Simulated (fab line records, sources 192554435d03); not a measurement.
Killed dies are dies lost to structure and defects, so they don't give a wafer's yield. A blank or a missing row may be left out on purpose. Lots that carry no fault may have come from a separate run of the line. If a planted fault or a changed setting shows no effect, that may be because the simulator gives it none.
fab line records	flow n5-finfet
record: lots: 7	wafers: 21
route steps=1938 shown SDB@365 HKMG_FIN@386 GATE_CUT@469 MOL_CONTACT_COAG@538
start-h: hours from the record's opening day to when the first of the lot's shown wafers began	wait-h: hours elapsed since this lot's preceding step	" identical to the entry in the row above	L1.1+2: one row covering several wafers at once	- no value, or no start given	* or withheld: withheld	< > ~ a bound
route shown NAME@n: NAME is a module with steps in the file, n the number in the route of the first one	usual: mean/standard deviation taken from wafers without a fault	same: alike in all rows	chamber/n: place in a boat	sites: the reading at each site	_std_site: how widely they spread, as a standard deviation	_edge_site: outer sites' mean less inner sites'	radius-mm: how far each site lies from the wafer's centre	mask NAME#n: copy n	behind: the most recent tool/chamber to have shaped the wafer	hold: why the lot went on hold/how many hours it stayed there/how the hold came to an end	device: the transistor (n, p or np) that didn't switch	end of line: tests run on the same wafers once the route is complete	a step without rows: its recipe alone	killed: not the wafer's yield, but the dies lost to structure and defects at the first sort	map: per-die view of a wafer (x killed, . not killed, _ where there is no die)
set.NAME: the setting that was run; set.NAME@STEP: the one run at that earlier step	model.NAME: the simulator's own value behind a step, which no gauge read
lots whose settings were changed on purpose; a table a step, a row a wafer
== steps ==
step: N5_SDB_STRIP_22
recipe: chemistry: N2/H2	power-w: 1000	temp-c: 250	h2-frac: 0.65	overash-fraction: 0.3	pressure-mtorr: withheld	n2-flow-sccm: 1750	h2-flow-sccm: 3250
usual: oes-product-au: 0.715/0.0042	strip-time-to-endpoint-s: 96.3/0.31
lot.wafer	tool	chamber	start-h	wait-h	set.power-w	oes-product-au	strip-time-to-endpoint-s
L074.2	plasma-asher-02	1	66.49	0.1	1000	0.716	96.3
L074.4	"	1	"	"	1000	0.721	96.1
L074.6	"	1	"	"	1000	0.721	96.3
L076.1	plasma-asher-02	1	79.86	0.1	1115	0.737	92.3
L076.4	"	0	"	"	1000	0.711	96.7
L076.6	"	0	"	"	1000	0.715	96.4
L080.1	plasma-asher-01	0	104.24	0.1	1000	0.713	96.2
L080.4	"	0	"	"	1000	0.715	95.9
L080.5	"	1	"	"	1000	0.724	96.1
L083.1	plasma-asher-02	1	119.53	0.1	1000	0.712	96.3
L083.3	"	0	"	"	1000	0.717	96.2
L083.5	"	0	"	"	1000	0.719	96.2
L089.1	plasma-asher-01	1	157.09	0.1	1000	0.711	96.0
L089.3	"	0	"	"	1148	0.740	90.4
L089.5	"	0	"	"	1000	0.701	96.3
L096.3	plasma-asher-01	1	209.67	0.1	865.6	0.685	102.3
L096.5	"	1	"	"	1000	0.713	96.0
L096.6	"	0	"	"	1000	0.705	96.4
L097.1	plasma-asher-02	1	210.51	0.1	1083	0.729	93.2
L097.2	"	0	"	"	1083	0.737	93.0
L097.5	"	1	"	"	1000	0.708	96.4
step: N5_HKMG_FIN_HK_ALD_01
recipe: material: HfO2	target-thk-a: 16	temp-c: withheld	ald-precursor-family: HfCl4	ald-co-reactant: H2O	pulse-time-s: 3	purge-time-s: 3	co-reactant-purge-time-s: 2.5	co-reactant-pulse-time-s: 0.3	ald-cycles: 30
lot.wafer	tool	chamber	start-h	wait-h	set.ald-cycles
L074.2+4+6	ald-hk-02	2,0,1	70.80	0.0	30
L076.1+6	ald-hk-01	0,2	83.99	0.0	29
L076.4	"	1	"	"	30
L080.1	ald-hk-03	3	108.40	0.0	33
L080.4+5	"	2,1	"	"	30
L083.1+5	ald-hk-03	3,2	124.11	0.0	33
L083.3	"	1	"	"	30
L089.1+3+5	ald-hk-03	2,0,3	161.44	0.0	30
L096.3	ald-hk-01	0	213.75	0.0	30
L096.5+6	"	2,1	"	"	28
L097.1+2+5	ald-hk-02	1,0,3	215.32	0.0	30
step: N5_HKMG_FIN_EXPOSE_46
recipe: mask-id: NDIPOLE	na: 1.35	source-shape: conventional	sigma-outer: 0.8	polarization: unpolarized	dose-mj: 40
lot.wafer	tool	chamber	start-h	wait-h	mask	set.dose-mj
L074.2+4+6	arfi-scanner-02	0	71.62	-	NDIPOLE#0	40
L076.1+4+6	arfi-scanner-01	0	84.69	-	NDIPOLE#0	40
L080.1+4+5	arfi-scanner-03	0	109.20	-	NDIPOLE#0	40
L083.1+3+5	arfi-scanner-02	0	125.07	-	NDIPOLE#0	40
L089.1+3	arfi-scanner-02	0	162.67	-	NDIPOLE#0	40
L089.5	"	0	"	"	NDIPOLE#0	37.13
L096.3+6	arfi-scanner-02	0	214.48	-	NDIPOLE#0	40
L096.5	"	0	"	"	NDIPOLE#0	37.91
L097.1+5	arfi-scanner-02	0	216.01	-	NDIPOLE#0	40
L097.2	"	0	"	"	NDIPOLE#0	41.86
step: N5_HKMG_FIN_PEB_47
recipe: peb-temp-c: withheld	peb-time-s: 60	resist: CAR-ArF
step: N5_HKMG_FIN_DEVELOP_48
recipe: develop-time-s: 30	developer: TMAH	resist: CAR-ArF	rinse-liquid: diw	dry: air-spin	dev-temp-c: 23
step: N5_HKMG_FIN_CD_MEAS_49
recipe: target-cd-nm: 202	landing-energy-ev: 500	detector: se-inlens	polarity: opening
usual: cd-nm: 202.4/0.61
lot.wafer	tool	chamber	start-h	wait-h	set.dose-mj@HKMG_FIN_EXPOSE_46	cd-nm
L074.2	cd-sem-03	0	71.74	-	40	202.1
L074.4	"	0	"	"	40	201.7
L074.6	"	0	"	"	40	201.4
L076.1	cd-sem-03	0	84.81	-	40	201.8
L076.4	"	0	"	"	40	201.9
L076.6	"	0	"	"	40	201.8
L080.1	cd-sem-01	0	109.33	-	40	203.4
L080.4	"	0	"	"	40	202.2
L080.5	"	0	"	"	40	202.6
L083.1	cd-sem-03	0	125.19	-	40	202.3
L083.3	"	0	"	"	40	202.4
L083.5	"	0	"	"	40	201.9
L089.1	cd-sem-02	0	162.79	-	40	203.5
L089.3	"	0	"	"	40	201.9
L089.5	"	0	"	"	37.13	198.4
L096.3	cd-sem-01	0	214.60	-	40	203.2
L096.5	"	0	"	"	37.91	199.8
L096.6	"	0	"	"	40	203.0
L097.1	cd-sem-01	0	216.13	-	40	202.9
L097.2	"	0	"	"	41.86	205.9
L097.5	"	0	"	"	40	202.6
step: N5_HKMG_FIN_STRIP_56
recipe: chemistry: N2/H2	temp-c: 40	n2-flow-sccm: 200	h2-flow-sccm: 200	rf-frequency-hz: 6e+07
step: N5_HKMG_FIN_STRIP_57
recipe: chemistry: CF4	resist: SiARC	power-w: 300	bias-power-w: 75	pressure-mtorr: 50	cf4-flow-sccm: 150	rf-frequency-hz: 6e+07
step: N5_HKMG_FIN_ETCH_58
recipe: chemistry: N2/H2	target: SOC	target-depth-a: 2158	ion-energy-ev: 50	bias-w: 13	time-s: 741	pressure-mtorr: 30	source-w: 875	n2-flow-sccm: 200	h2-flow-sccm: 200
lot.wafer	tool	chamber	start-h	wait-h	set.dose-mj@HKMG_FIN_EXPOSE_46	model.HKMG_FIN.cd-offset-nm
L074.2	rie-diel-01	1	72.13	0.0	40	0
L074.4	"	3	"	"	40	-0.4
L074.6	"	2	"	"	40	-1.2
L076.1+4+6	rie-diel-01	0,1,2	85.26	0.0	40	-0.2
L080.1	rie-diel-01	2	109.72	0.0	40	1
L080.4	"	1	"	"	40	0
L080.5	"	1	"	"	40	0.4
L083.1	rie-diel-05	3	125.58	0.0	40	1.8
L083.3+5	"	0,3	"	"	40	1.2
L089.1	rie-diel-04	2	163.18	0.0	40	1.6
L089.3	"	1	"	"	40	0.2
L089.5	"	2	"	"	37.13	-3.2
L096.3	rie-diel-04	3	215.82	0.0	40	1.6
L096.5	"	3	"	"	37.91	-1.8
L096.6	"	2	"	"	40	1.4
L097.1	rie-diel-01	1	216.63	0.0	40	1
L097.2	"	0	"	"	41.86	4.2
L097.5	"	0	"	"	40	0.4
step: N5_HKMG_FIN_STRIP_93
recipe: chemistry: N2/H2	material: SOC	time-s: 20	power-w: 500	temp-c: 40	pressure-mtorr: 50	rf-frequency-hz: 6e+07	bias-power-w: 8	h2-frac: 0.5	n2-flow-sccm: 300	h2-flow-sccm: 300
step: N5_HKMG_FIN_WET_ETCH_76
recipe: chemistry: dNH4OH	mix: 1:50	temp-c: 25	target: Al2O3	stop-on: La2O3	target-depth-nm: 2.25	dry: ipa-marangoni	rinse-time-s: 30	rinse-temp-c: 23
step: N5_HKMG_FIN_WET_ETCH_82
recipe: chemistry: dHCl	mix: 1:10000	temp-c: 25	target: La2O3	stop-on: HfO2	target-depth-nm: 2	dry: ipa-marangoni	rinse-time-s: 30	rinse-temp-c: 23
step: N5_HKMG_FIN_ALD_36
recipe: material: TiN	target-thk-a: 10	temp-c: 400	ald-precursor-family: TiCl4	ald-co-reactant: NH3	pulse-time-s: 1	purge-time-s: 3	co-reactant-purge-time-s: 2	co-reactant-pulse-time-s: 2	ald-cycles: 47	pressure-torr: 3
step: N5_HKMG_FIN_THK_MEAS_70
recipe: thk-meas-gauge: xrf	reads: HfO2_of_HKMG_FIN_HK_ALD_01
usual: HK_THK: 1.576/0.022
lot.wafer	tool	chamber	start-h	wait-h	set.ald-cycles@HKMG_FIN_HK_ALD_01	HK_THK[nm]
L074.2	film-metro-02	-	74.31	0.2	30	1.571
L074.4	"	-	"	"	30	1.591
L074.6	"	-	"	"	30	1.548
L076.1	film-metro-02	-	87.37	0.2	29	1.536
L076.4	"	-	"	"	30	1.567
L076.6	"	-	"	"	29	1.582
L080.1	film-metro-02	-	111.82	0.2	33	1.693
L080.4	"	-	"	"	30	1.579
L080.5	"	-	"	"	30	1.590
L083.1	film-metro-02	-	127.69	0.2	33	1.747
L083.3	"	-	"	"	30	1.576
L083.5	"	-	"	"	33	1.765
L089.1	film-metro-02	-	165.29	0.2	30	1.578
L089.3	"	-	"	"	30	1.571
L089.5	"	-	"	"	30	1.568
L096.3	film-metro-02	-	217.92	0.2	30	1.620
L096.5	"	-	"	"	28	1.487
L096.6	"	-	"	"	28	1.507
L097.1	film-metro-01	-	218.93	0.2	30	1.556
L097.2	"	-	"	"	30	1.594
L097.5	"	-	"	"	30	1.567
step: N5_GATE_CUT_ETCH_58
recipe: chemistry: CH3F/O2	target: SiNx	target-depth-a: 170	time-s: 128.6	ion-energy-ev: 50	pressure-mtorr: 30	source-w: 415	bias-w: 21	Ar_flow_sccm: 150	CH3F_flow_sccm: 30	O2_flow_sccm: 20
usual: rf-vpp-V: 98.9/0.92
lot.wafer	tool	chamber	start-h	wait-h	set.source-w	rf-vpp-V	model.etch.depth-nm
L074.2	rie-diel-06	2	80.03	0.0	415	99.6	17.08
L074.4	"	1	"	"	415	98.1	16.88
L074.6	"	3	"	"	415	97.7	16.94
L076.1	rie-diel-03	0	93.23	0.0	415	98.2	16.82
L076.4	"	2	"	"	366.8	102.3	15.92
L076.6	"	0	"	"	366.8	102.8	16.2
L080.1	rie-diel-02	2	117.43	0.0	415	100.2	17.23
L080.4	"	1	"	"	415	99.2	17.22
L080.5	"	3	"	"	415	99.6	17.34
L083.1	rie-diel-03	0	133.24	0.0	467.4	94.6	17.53
L083.3	"	1	"	"	467.4	97.6	17.78
L083.5	"	3	"	"	415	99.8	16.92
L089.1	rie-diel-06	3	171.30	0.0	371.6	102.8	16.46
L089.3	"	1	"	"	415	98.8	17.2
L089.5	"	3	"	"	415	99.5	17.04
L096.3	rie-diel-02	0	223.53	0.0	354.8	105.2	16.36
L096.5	"	3	"	"	354.8	103.9	16.36
L096.6	"	2	"	"	415	98.8	17.14
L097.1	rie-diel-06	3	224.70	0.0	438.4	97.6	17.15
L097.2	"	0	"	"	415	98.2	17.01
L097.5	"	2	"	"	415	98.3	16.81
step: N5_GATE_CUT_COAT_35
recipe: resist: SiARC	temp-c: 220	time-s: 60	spin-rpm: 1500	resist-thk-nm: 10
lot.wafer	tool	chamber	start-h	wait-h	set.spin-rpm	model.SiARC_of_GATE_CUT_COAT_35.thk-nm
L074.2+4+6	litho-track-04	0	-	-	1500	10
L076.1+4+6	litho-track-03	0	-	-	1500	10
L080.1+4	litho-track-04	0	-	-	1605	9.6
L080.5	"	0	"	"	1500	10
L083.1+3+5	litho-track-04	0	-	-	1500	10
L089.1+5	litho-track-02	0	-	-	1596	9.6
L089.3	"	0	"	"	1500	10
L096.3+5	litho-track-03	0	-	-	1386	10.4
L096.6	"	0	"	"	1500	10
L097.1	litho-track-02	0	-	-	1500	10
L097.2+5	"	0	"	"	1340	10.6
step: N5_GATE_CUT_COAT_27
recipe: resist: underlayer	temp-c: 205	time-s: 60	spin-rpm: 1500	resist-thk-nm: 10
step: N5_GATE_CUT_COAT_07
recipe: resist: CAR-EUV	spin-rpm: 1500	resist-thk-nm: 30
step: N5_GATE_CUT_DESCUM_18
recipe: chemistry: O2	time-s: 7	source-power-w: 50	bias-power-w: 20	pressure-mtorr: 20	rf-frequency-hz: 2.712e+07	temp-c: 40	resist: CAR-EUV	o2-flow-sccm: 225
step: N5_GATE_CUT_ETCH_28
recipe: chemistry: N2/H2	target: underlayer	target-depth-a: 130	mask-material: CAR-EUV	time-s: 10.4	ion-energy-ev: 200	pressure-mtorr: 30	source-w: 840	bias-w: 150	n2-flow-sccm: 200	h2-flow-sccm: 200	ends: cleared
step: N5_GATE_CUT_ETCH_36
recipe: chemistry: CF4	target: SiARC	target-depth-a: 130	mask-material: CAR-EUV	time-s: 21.7	ion-energy-ev: 80	pressure-mtorr: 40	source-w: 545	bias-w: 36	Ar_flow_sccm: 100	cf4-flow-sccm: 100	ends: cleared
lot.wafer	tool	chamber	start-h	wait-h	set.spin-rpm@GATE_CUT_COAT_35	model.etch.depth-nm	model.CAR-EUV_of_GATE_CUT_COAT_07.thk-nm
L074.2+6	rie-diel-03	2,1	84.34	0.0	1500	10.04	7.2
L074.4	"	1	"	"	1500	10.07	7.2
L076.1+6	rie-diel-03	3,2	97.48	0.0	1500	10.02	7
L076.4	"	3	"	"	1500	10.04	6.8
L080.1	rie-diel-03	0	121.13	0.0	1605	9.691	7.4
L080.4	"	2	"	"	1605	9.689	7.4
L080.5	"	1	"	"	1500	9.996	7.2
L083.1	rie-diel-02	2	137.98	0.0	1500	9.987	7
L083.3	"	1	"	"	1500	10	7
L083.5	"	3	"	"	1500	10.03	7
L089.1	rie-diel-03	1	175.11	0.0	1596	9.691	7
L089.3	"	2	"	"	1500	9.974	6.8
L089.5	"	2	"	"	1596	9.677	7.2
L096.3	rie-diel-03	3	226.98	0.0	1386	10.42	6.6
L096.5	"	1	"	"	1386	10.4	6.6
L096.6	"	0	"	"	1500	10.03	6.8
L097.1	rie-diel-06	2	228.26	0.0	1500	9.957	6.8
L097.2	"	1	"	"	1340	10.55	6.4
L097.5	"	0	"	"	1340	10.54	6.4
step: N5_GATE_CUT_ETCH_37
recipe: chemistry: N2/H2	target: SOC	target-depth-a: 600	overetch-a: 120	mask-material: SiARC	temp-c: 40	time-s: 90	ion-energy-ev: 200	pressure-mtorr: 30	source-w: 840	bias-w: 150	n2-flow-sccm: 200	h2-flow-sccm: 200
lot.wafer	tool	chamber	start-h	wait-h	set.spin-rpm@GATE_CUT_COAT_35	model.SiARC_of_GATE_CUT_COAT_35.thk-nm
L074.2	rie-diel-03	2	84.36	0.0	1500	6.2
L074.4+6	"	1	"	"	1500	6
L076.1+4+6	rie-diel-03	3,3,2	97.51	0.0	1500	6.2
L080.1+4	rie-diel-03	0,2	121.15	0.0	1605	5.8
L080.5	"	1	"	"	1500	6
L083.1+3+5	rie-diel-02	2,1,3	138.00	0.0	1500	6
L089.1	rie-diel-03	1	175.14	0.0	1596	5.6
L089.3	"	2	"	"	1500	6
L089.5	"	2	"	"	1596	5.8
L096.3+5	rie-diel-03	3,1	227.00	0.0	1386	6.4
L096.6	"	0	"	"	1500	6
L097.1	rie-diel-06	2	228.29	0.0	1500	6
L097.2+5	"	1,0	"	"	1340	6.6
step: N5_MOL_CONTACT_COAG_ETCH_110
recipe: chemistry: CF4/O2	target: Si	target-depth-a: 25	time-s: 8	pressure-mtorr: 100	source-w: 200	bias-w: 12	ion-energy-ev: 60	Ar_flow_sccm: 100	cf4-flow-sccm: 100	O2_flow_sccm: 10
usual: rf-vpp-V: 127.7/1.7
lot.wafer	tool	chamber	start-h	wait-h	set.source-w	rf-vpp-V	model.etch.depth-nm
L074.2	rie-diel-01	2	92.56	0.0	200	132.0	2.5
L074.4	"	0	"	"	200	128.3	2.534
L074.6	"	3	"	"	200	127.0	2.575
L076.1	rie-diel-01	3	101.60	0.0	221	119.4	2.804
L076.4	"	2	"	"	221	123.0	2.723
L076.6	"	0	"	"	200	128.3	2.544
L080.1	rie-diel-01	3	125.14	0.0	200	124.8	2.526
L080.4	"	0	"	"	200	130.3	2.492
L080.5	"	1	"	"	166.9	141.8	2.169
L083.1	rie-diel-04	3	142.57	0.0	200	129.6	2.499
L083.3	"	0	"	"	200	129.6	2.446
L083.5	"	1	"	"	209.6	124.6	2.552
L089.1	rie-diel-04	3	180.08	0.1	200	128.1	2.529
L089.3	"	3	"	"	213.8	124.6	2.675
L089.5	"	3	"	"	213.8	124.2	2.662
L096.3	rie-diel-05	0	231.33	0.0	200	128.5	2.49
L096.5	"	0	"	"	200	128.1	2.463
L096.6	"	1	"	"	200	125.3	2.491
L097.1	rie-diel-05	2	232.27	0.0	183	134.7	2.31
L097.2	"	0	"	"	200	128.4	2.479
L097.5	"	0	"	"	183	135.2	2.297
step: N5_MOL_CONTACT_COAG_COAT_77
recipe: resist: underlayer	temp-c: 205	time-s: 60	spin-rpm: 1500	resist-thk-nm: 10
lot.wafer	tool	chamber	start-h	wait-h	set.spin-rpm	model.underlayer_of_MOL_CONTACT_COAG_COAT_77.thk-nm
L074.2+4+6	litho-track-01	0	-	-	1500	10
L076.1+4+6	litho-track-04	0	-	-	1500	10
L080.1+4+5	litho-track-05	0	-	-	1500	10
L083.1+5	litho-track-04	0	-	-	1500	10
L083.3	"	0	"	"	1592	9.8
L089.1+5	litho-track-01	0	-	-	1602	9.6
L089.3	"	0	"	"	1500	10
L096.3+5+6	litho-track-05	0	-	-	1635	9.6
L097.1+2+5	litho-track-05	0	-	-	1500	10
step: N5_MOL_CONTACT_COAG_EXPOSE_81
recipe: mask-id: VG	na: 0.33	source-shape: annular	sigma-inner: 0.3	sigma-outer: 0.7	polarization: unpolarized	defocus-nm: 0	dose-mj: 59.5
lot.wafer	tool	chamber	start-h	wait-h	mask	set.dose-mj
L074.2+4+6	euv-scanner-02	0	102.65	-	VG#0	59.5
L076.1+4+6	euv-scanner-01	0	109.40	-	VG#0	59.5
L080.1+4+5	euv-scanner-01	0	135.77	-	VG#0	59.5
L083.1+3	euv-scanner-01	0	152.67	-	VG#0	59.5
L083.5	"	0	"	"	VG#0	63.03
L089.1+3	euv-scanner-02	0	188.93	-	VG#0	59.5
L089.5	"	0	"	"	VG#0	57.64
L096.3+5+6	euv-scanner-02	0	239.64	-	VG#0	59.5
L097.1+2	euv-scanner-02	0	239.84	-	VG#0	59.5
L097.5	"	0	"	"	VG#0	62.6
step: N5_MOL_CONTACT_COAG_PEB_82
recipe: peb-temp-c: 100	peb-time-s: 60	resist: CAR-EUV
step: N5_MOL_CONTACT_COAG_DEVELOP_83
recipe: develop-time-s: 30	developer: TMAH	resist: CAR-EUV	rinse-liquid: surfactant-rinse	dry: air-spin	dev-temp-c: 23
step: N5_MOL_CONTACT_COAG_DESCUM_88
recipe: chemistry: O2	time-s: 7	source-power-w: 50	bias-power-w: 20	pressure-mtorr: 20	rf-frequency-hz: 2.712e+07	temp-c: 40	resist: CAR-EUV	o2-flow-sccm: 225
step: N5_MOL_CONTACT_COAG_ETCH_89
recipe: chemistry: N2/H2	target: underlayer	target-depth-a: 130	mask-material: CAR-EUV	time-s: 10.4	ion-energy-ev: 200	pressure-mtorr: 30	source-w: 840	bias-w: 150	n2-flow-sccm: 200	h2-flow-sccm: 200	ends: cleared
lot.wafer	tool	chamber	start-h	wait-h	set.spin-rpm@MOL_CONTACT_COAG_COAT_77	model.etch.depth-nm
L074.2	rie-diel-01	1	102.94	0.0	1500	10.05
L074.4	"	2	"	"	1500	10.01
L074.6	"	0	"	"	1500	9.998
L076.1	rie-diel-05	2	109.70	0.0	1500	10.02
L076.4+6	"	1,2	"	"	1500	10.04
L080.1	rie-diel-04	1	136.07	0.0	1500	9.993
L080.4	"	3	"	"	1500	9.991
L080.5	"	2	"	"	1500	9.988
L083.1	rie-diel-05	0	153.59	0.0	1500	10.03
L083.3	"	1	"	"	1592	9.712
L083.5	"	1	"	"	1500	9.991
L089.1	rie-diel-05	0	189.23	0.0	1602	9.653
L089.3	"	1	"	"	1500	9.994
L089.5	"	3	"	"	1602	9.63
L096.3+5	rie-diel-01	0,2	240.17	0.0	1635	9.537
L096.6	"	3	"	"	1635	9.538
L097.1	rie-diel-05	3	240.68	0.0	1500	10.01
L097.2	"	2	"	"	1500	9.985
L097.5	"	2	"	"	1500	9.992
step: N5_MOL_CONTACT_COAG_CVD_140
recipe: material: W	target-thk-a: 665	mode: selective-fill	temp-c: 300	time-s: 215
lot.wafer	tool	chamber	start-h	wait-h	set.target-thk-a	model.W_of_MOL_CONTACT_COAG_CVD_140.thk-nm
L074.2	cvd-w-01	0	105.33	0.2	665	65.6
L074.4	"	0	"	"	665	67
L074.6	"	0	"	"	665	67.2
L076.1	cvd-w-02	0	112.04	0.1	665	66.8
L076.4	"	1	"	"	665	67
L076.6	"	1	"	"	665	68.2
L080.1	cvd-w-02	1	138.38	0.1	665	66.8
L080.4	"	0	"	"	665	67
L080.5	"	1	"	"	665	66
L083.1	cvd-w-01	1	156.58	0.1	714.6	71.8
L083.3+5	"	1,0	"	"	665	66.2
L089.1	cvd-w-02	1	200.79	0.1	731.1	74.2
L089.3	"	0	"	"	665	66.4
L089.5	"	0	"	"	731.1	74
L096.3	cvd-w-02	0	243.09	0.1	665	66.8
L096.5	"	1	"	"	610	61.8
L096.6	"	0	"	"	610	62.2
L097.1	cvd-w-02	0	244.22	0.1	665	67.2
L097.2	"	1	"	"	665	66.8
L097.5	"	0	"	"	665	67
== key ==
split: step: N5_SDB_STRIP_22	setting: power-w	stated: 1000	by: wafer
response: step: N5_SDB_STRIP_22	reading: oes-product-au	change: +0.00218	per: 1%	r: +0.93
response: step: N5_SDB_STRIP_22	reading: strip-time-to-endpoint-s	change: *	per: 1%	r: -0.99
split: step: N5_HKMG_FIN_HK_ALD_01	setting: ald-cycles	stated: 30	by: wafer
response: step: N5_HKMG_FIN_THK_MEAS_70	reading: HK_THK	change: +0.0146	per: 1%	r: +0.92
split: step: N5_HKMG_FIN_EXPOSE_46	setting: dose-mj	stated: 40	by: wafer
response: step: N5_HKMG_FIN_CD_MEAS_49	reading: cd-nm	change: +0.628	per: 1%	r: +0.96
response: step: N5_HKMG_FIN_ETCH_58	reading: model.HKMG_FIN.cd-offset-nm	change: +0.627	per: 1%	r: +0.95
split: step: N5_GATE_CUT_ETCH_58	setting: source-w	stated: 415	by: wafer
response: step: N5_GATE_CUT_ETCH_58	reading: rf-vpp-V	change: -0.342	per: 1%	r: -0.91
response: step: N5_GATE_CUT_ETCH_58	reading: model.etch.depth-nm	change: +0.0583	per: 1%	r: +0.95
split: step: N5_GATE_CUT_COAT_35	setting: spin-rpm	stated: 1500	by: wafer
response: step: N5_GATE_CUT_COAT_35	reading: model.SiARC_of_GATE_CUT_COAT_35.thk-nm	change: -0.0566	per: 1%	r: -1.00
response: step: N5_GATE_CUT_ETCH_36	reading: model.etch.depth-nm	change: -0.0504	per: 1%	r: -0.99
response: step: N5_GATE_CUT_ETCH_36	reading: model.CAR-EUV_of_GATE_CUT_COAT_07.thk-nm	change: +0.0348	per: 1%	r: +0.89
response: step: N5_GATE_CUT_ETCH_37	reading: model.SiARC_of_GATE_CUT_COAT_35.thk-nm	change: -0.0488	per: 1%	r: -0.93
split: step: N5_MOL_CONTACT_COAG_ETCH_110	setting: source-w	stated: 200	by: wafer
response: step: N5_MOL_CONTACT_COAG_ETCH_110	reading: rf-vpp-V	change: -0.786	per: 1%	r: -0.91
response: step: N5_MOL_CONTACT_COAG_ETCH_110	reading: model.etch.depth-nm	change: +0.0204	per: 1%	r: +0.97
split: step: N5_MOL_CONTACT_COAG_COAT_77	setting: spin-rpm	stated: 1500	by: wafer
response: step: N5_MOL_CONTACT_COAG_COAT_77	reading: model.underlayer_of_MOL_CONTACT_COAG_COAT_77.thk-nm	change: -0.0471	per: 1%	r: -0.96
response: step: N5_MOL_CONTACT_COAG_ETCH_89	reading: model.etch.depth-nm	change: -0.0504	per: 1%	r: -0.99
split: step: N5_MOL_CONTACT_COAG_EXPOSE_81	setting: dose-mj	stated: 59.5	by: wafer
response none clear
split: step: N5_MOL_CONTACT_COAG_CVD_140	setting: target-thk-a	stated: 665	by: wafer
response: step: N5_MOL_CONTACT_COAG_CVD_140	reading: model.W_of_MOL_CONTACT_COAG_CVD_140.thk-nm	change: +0.709	per: 1%	r: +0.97
